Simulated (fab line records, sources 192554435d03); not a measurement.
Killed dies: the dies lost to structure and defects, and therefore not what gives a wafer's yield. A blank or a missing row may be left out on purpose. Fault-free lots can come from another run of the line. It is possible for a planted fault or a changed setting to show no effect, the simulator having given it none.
Split-lot trial :: flow n5 finfet :: on a route of 1938 steps: 7 lots, 39 wafers read

ABOUT THE SPLIT
At N5_DUMMY_GATE_ETCH_37 (etches SOC in N2/H2, target depth 60 nm, overetch 30 nm), the setting source w was moved away from the recipe's 840 W on 12 of the 39 wafers read, by -5.7% to +18.0%. All remaining wafers had this setting at the recipe value.

The reading comes from the split's own step.

THE READING
rf vpp V, in V, at N5_DUMMY_GATE_ETCH_37 (etches SOC in N2/H2, target depth 60 nm, overetch 30 nm). A value of 524.5 V with a standard deviation of 1.8 V is what fault-free wafers of this fab line usually give.

wafer: L075.1
tool, chamber at the split: rie diel-04, 0
source w as run, W: 840
against the recipe: recipe
rf vpp V, V: 524.7
against lot-mates on the recipe: -

wafer: L075.2
tool, chamber at the split: rie diel-04, 1
source w as run, W: 990.8
against the recipe: +18.0%
rf vpp V, V: 495.1
against lot-mates on the recipe: -28.7

wafer: L075.3
tool, chamber at the split: rie diel-04, 2
source w as run, W: 990.8
against the recipe: +18.0%
rf vpp V, V: 497.0
against lot-mates on the recipe: -26.8

wafer: L075.4
tool, chamber at the split: rie diel-04, 1
source w as run, W: 840
against the recipe: recipe
rf vpp V, V: 522.3
against lot-mates on the recipe: -

wafer: L075.5
tool, chamber at the split: rie diel-04, 0
source w as run, W: 840
against the recipe: recipe
rf vpp V, V: 524.4
against lot-mates on the recipe: -

wafer: L075.6
tool, chamber at the split: rie diel-04, 2
source w as run, W: 990.8
against the recipe: +18.0%
rf vpp V, V: 496.2
against lot-mates on the recipe: -27.6

wafer: L078.1
tool, chamber at the split: rie diel-04, 1
source w as run, W: 840
against the recipe: recipe
rf vpp V, V: 523.4
against lot-mates on the recipe: -

wafer: L078.2
tool, chamber at the split: rie diel-04, 0
source w as run, W: 840
against the recipe: recipe
rf vpp V, V: 524.6
against lot-mates on the recipe: -

wafer: L078.3
tool, chamber at the split: rie diel-04, 2
source w as run, W: 840
against the recipe: recipe
rf vpp V, V: 525.7
against lot-mates on the recipe: -

wafer: L078.4
tool, chamber at the split: rie diel-04, 1
source w as run, W: 840
against the recipe: recipe
rf vpp V, V: 523.1
against lot-mates on the recipe: -

wafer: L078.5
tool, chamber at the split: rie diel-04, 0
source w as run, W: 840
against the recipe: recipe
rf vpp V, V: 525.4
against lot-mates on the recipe: -

wafer: L078.6
tool, chamber at the split: rie diel-04, 2
source w as run, W: 840
against the recipe: recipe
rf vpp V, V: 526.0
against lot-mates on the recipe: -

wafer: L079.1
tool, chamber at the split: rie diel-02, 0
source w as run, W: 840
against the recipe: recipe
rf vpp V, V: 521.1
against lot-mates on the recipe: -

wafer: L079.2
tool, chamber at the split: rie diel-02, 2
source w as run, W: 840
against the recipe: recipe
rf vpp V, V: 524.1
against lot-mates on the recipe: -

wafer: L079.3
tool, chamber at the split: rie diel-02, 3
source w as run, W: 840
against the recipe: recipe
rf vpp V, V: 526.5
against lot-mates on the recipe: -

wafer: L079.4
tool, chamber at the split: rie diel-02, 1
source w as run, W: 840
against the recipe: recipe
rf vpp V, V: 526.5
against lot-mates on the recipe: -

wafer: L079.5
tool, chamber at the split: rie diel-02, 1
source w as run, W: 840
against the recipe: recipe
rf vpp V, V: 525.2
against lot-mates on the recipe: -

wafer: L079.6
tool, chamber at the split: rie diel-02, 2
source w as run, W: 840
against the recipe: recipe
rf vpp V, V: 523.2
against lot-mates on the recipe: -

wafer: L086.2
tool, chamber at the split: rie diel-05, 3
source w as run, W: 840
against the recipe: recipe
rf vpp V, V: 523.3
against lot-mates on the recipe: -

wafer: L086.4
tool, chamber at the split: rie diel-05, 0
source w as run, W: 840
against the recipe: recipe
rf vpp V, V: 526.5
against lot-mates on the recipe: -

wafer: L086.5
tool, chamber at the split: rie diel-05, 1
source w as run, W: 840
against the recipe: recipe
rf vpp V, V: 524.2
against lot-mates on the recipe: -

wafer: L089.1
tool, chamber at the split: rie diel-04, 0
source w as run, W: 792.2
against the recipe: -5.7%
rf vpp V, V: 534.9
against lot-mates on the recipe: +10.6

wafer: L089.2
tool, chamber at the split: rie diel-04, 2
source w as run, W: 840
against the recipe: recipe
rf vpp V, V: 523.8
against lot-mates on the recipe: -

wafer: L089.3
tool, chamber at the split: rie diel-04, 3
source w as run, W: 840
against the recipe: recipe
rf vpp V, V: 525.0
against lot-mates on the recipe: -

wafer: L089.4
tool, chamber at the split: rie diel-04, 3
source w as run, W: 792.2
against the recipe: -5.7%
rf vpp V, V: 535.5
against lot-mates on the recipe: +11.2

wafer: L089.5
tool, chamber at the split: rie diel-04, 0
source w as run, W: 840
against the recipe: recipe
rf vpp V, V: 524.0
against lot-mates on the recipe: -

wafer: L089.6
tool, chamber at the split: rie diel-04, 2
source w as run, W: 792.2
against the recipe: -5.7%
rf vpp V, V: 535.0
against lot-mates on the recipe: +10.7

wafer: L095.1
tool, chamber at the split: rie diel-04, 0
source w as run, W: 840
against the recipe: recipe
rf vpp V, V: 524.9
against lot-mates on the recipe: -

wafer: L095.2
tool, chamber at the split: rie diel-04, 1
source w as run, W: 840
against the recipe: recipe
rf vpp V, V: 523.3
against lot-mates on the recipe: -

wafer: L095.3
tool, chamber at the split: rie diel-04, 3
source w as run, W: 929.1
against the recipe: +10.6%
rf vpp V, V: 508.1
against lot-mates on the recipe: -16.0

wafer: L095.4
tool, chamber at the split: rie diel-04, 2
source w as run, W: 840
against the recipe: recipe
rf vpp V, V: 524.2
against lot-mates on the recipe: -

wafer: L095.5
tool, chamber at the split: rie diel-04, 0
source w as run, W: 929.1
against the recipe: +10.6%
rf vpp V, V: 506.3
against lot-mates on the recipe: -17.8

wafer: L095.6
tool, chamber at the split: rie diel-04, 1
source w as run, W: 929.1
against the recipe: +10.6%
rf vpp V, V: 505.1
against lot-mates on the recipe: -19.0

wafer: L097.1
tool, chamber at the split: rie diel-05, 0
source w as run, W: 840
against the recipe: recipe
rf vpp V, V: 525.4
against lot-mates on the recipe: -

wafer: L097.2
tool, chamber at the split: rie diel-05, 2
source w as run, W: 973.3
against the recipe: +15.9%
rf vpp V, V: 500.1
against lot-mates on the recipe: -23.6

wafer: L097.3
tool, chamber at the split: rie diel-05, 3
source w as run, W: 840
against the recipe: recipe
rf vpp V, V: 522.4
against lot-mates on the recipe: -

wafer: L097.4
tool, chamber at the split: rie diel-05, 1
source w as run, W: 840
against the recipe: recipe
rf vpp V, V: 523.4
against lot-mates on the recipe: -

wafer: L097.5
tool, chamber at the split: rie diel-05, 2
source w as run, W: 973.3
against the recipe: +15.9%
rf vpp V, V: 501.5
against lot-mates on the recipe: -22.2

wafer: L097.6
tool, chamber at the split: rie diel-05, 3
source w as run, W: 973.3
against the recipe: +15.9%
rf vpp V, V: 496.5
against lot-mates on the recipe: -27.2

FIT RESULTS
A straight line over all 39 wafers: rf vpp V changes by -1.61 V for each +1% of source w; r = -0.99; the points scatter about the line by 1.5 V.
The same after taking each lot's own level away (the mean of its wafers on the recipe; 39 wafers): -1.59 V for each +1%; r = -0.99; scatter 1.5 V.
According to that fit, moving source w by its largest amount changes the reading by 28 V.
Across the lots, their own levels run from 523.73 to 524.70 V, a range of 0.5 times the standard deviation given above.
The two slopes are in agreement: the lot-to-lot level therefore moves the slope only a little.
Check: -28.2 V against its lot-mates is what the line predicts for one of the wafers moved furthest among these (+18.0%) when that wafer is left out of the fit. Against them it came out at -28.7 V.
Tool readings at the split's step, against how far the setting was moved: rf vpp V r = -0.99.

ADDITIONAL SPLITS CARRIED BY THESE WAFERS
These wafers also went through other splits before the reading. Each is held against what the fit with the lots' levels taken away leaves over:
other split on the same wafers: N5_FIN_SAQP_SPACER2_ALD_28 target thk a
wafers away from the commonest value: 15
r with rf vpp V (lot level and that fit taken away): -0.03

THE FILE'S OWN FIT
rf vpp V changes by -1.58 V for each +1% of source w, r = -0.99.
